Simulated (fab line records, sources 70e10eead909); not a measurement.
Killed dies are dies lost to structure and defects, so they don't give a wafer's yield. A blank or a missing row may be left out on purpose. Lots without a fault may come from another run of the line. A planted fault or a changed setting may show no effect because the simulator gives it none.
Chamber matching | flow nand_harc | NHARC_A_M1_DESCUM_14 on rie_diel-08: 4 sister chambers
The step chemistry O2, time 3 s. 18 wafers are shown with their chamber, then 9 later ones without.

WAFERS WITH THEIR CHAMBER
wafer  | chamber | throttle_valve_pct (%) | oes_product_au (a.u.) | chamber_pressure_mTorr (mTorr)
L074.2 | 3       | 11.310                 | 0.998                 | 59.93
L074.3 | 1       | 11.305                 | 0.996                 | 60.00
L074.5 | 1       | 11.301                 | 0.993                 | 59.93
L076.4 | 0       | 11.312                 | 1.004                 | 59.92
L076.5 | 3       | 11.306                 | 0.986                 | 60.13
L076.6 | 0       | 11.298                 | 1.002                 | 60.05
L078.1 | 0       | 11.318                 | 0.993                 | 60.12
L078.3 | 1       | 11.307                 | 1.004                 | 59.98
L078.5 | 1       | 11.303                 | 0.997                 | 60.04
L084.2 | 3       | 11.306                 | 1.001                 | 59.98
L084.4 | 3       | 11.302                 | 0.999                 | 60.00
L084.6 | 3       | 11.309                 | 1.000                 | 60.02
L083.3 | 1       | 11.309                 | 0.996                 | 60.02
L083.4 | 3       | 11.304                 | 0.998                 | 59.99
L083.6 | 3       | 11.308                 | 1.009                 | 59.96
L086.1 | 2       | 11.309                 | 1.005                 | 60.05
L086.3 | 0       | 11.314                 | 1.007                 | 60.02
L086.5 | 0       | 11.320                 | 0.995                 | 60.01

SIGNATURES (means of the wafers above)
reading                | chamber 0 | chamber 1 | chamber 2 | chamber 3 | scatter within a chamber
throttle_valve_pct     | 11.31240  | 11.30500  | 11.30900  | 11.30643  | 0.00526
oes_product_au         | 1.00020   | 0.99720   | 1.00500   | 0.99871   | 0.00589
chamber_pressure_mTorr | 60.0240   | 59.9940   | 60.0500   | 60.0014   | 0.0611
Rule: a wafer's distance from a chamber is the root of the sum, over the readings, of the square of ((its reading less the chamber's mean) divided by the reading's scatter). The wafer belongs to the nearest chamber; if the next one is less than 2 further off, it can't be placed. The scatter: the root of (the sum of the squares of (reading less its chamber's mean) over the shown wafers, divided by (wafers less chambers)).

WAFERS WITHOUT THEIR CHAMBER
wafer  | throttle_valve_pct (%) | oes_product_au (a.u.) | chamber_pressure_mTorr (mTorr)
L089.1 | 11.321                 | 0.996                 | 60.01
L089.3 | 11.315                 | 0.997                 | 60.04
L089.4 | 11.303                 | 1.002                 | 59.98
L088.2 | 11.312                 | 0.986                 | 60.06
L088.4 | 11.306                 | 1.006                 | 59.95
L088.6 | 11.298                 | 1.001                 | 60.01
L090.1 | 11.312                 | 1.002                 | 59.96
L090.3 | 11.319                 | 1.012                 | 60.01
L090.6 | 11.308                 | 1.005                 | 60.10

WHICH CHAMBER EACH WENT THROUGH
wafer  | from the rows above               | in truth
L089.1 | can't be placed: 0 or 3 or 2 or 1 | 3
L089.3 | can't be placed: 0 or 3 or 2 or 1 | 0
L089.4 | can't be placed: 3 or 1 or 2 or 0 | 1
L088.2 | can't be placed: 0 or 1 or 3 or 2 | 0
L088.4 | can't be placed: 3 or 1 or 2 or 0 | 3
L088.6 | can't be placed: 1 or 3 or 2 or 0 | 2
L090.1 | can't be placed: 0 or 3 or 1 or 2 | 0
L090.3 | can't be placed: 2 or 0 or 3 or 1 | 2
L090.6 | can't be placed: 2 or 0 or 3 or 1 | 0
Placed correctly: 0 of 9. Can't be placed from these rows: 9 (the true chamber is among the candidates in 9). Placed wrongly: 0.
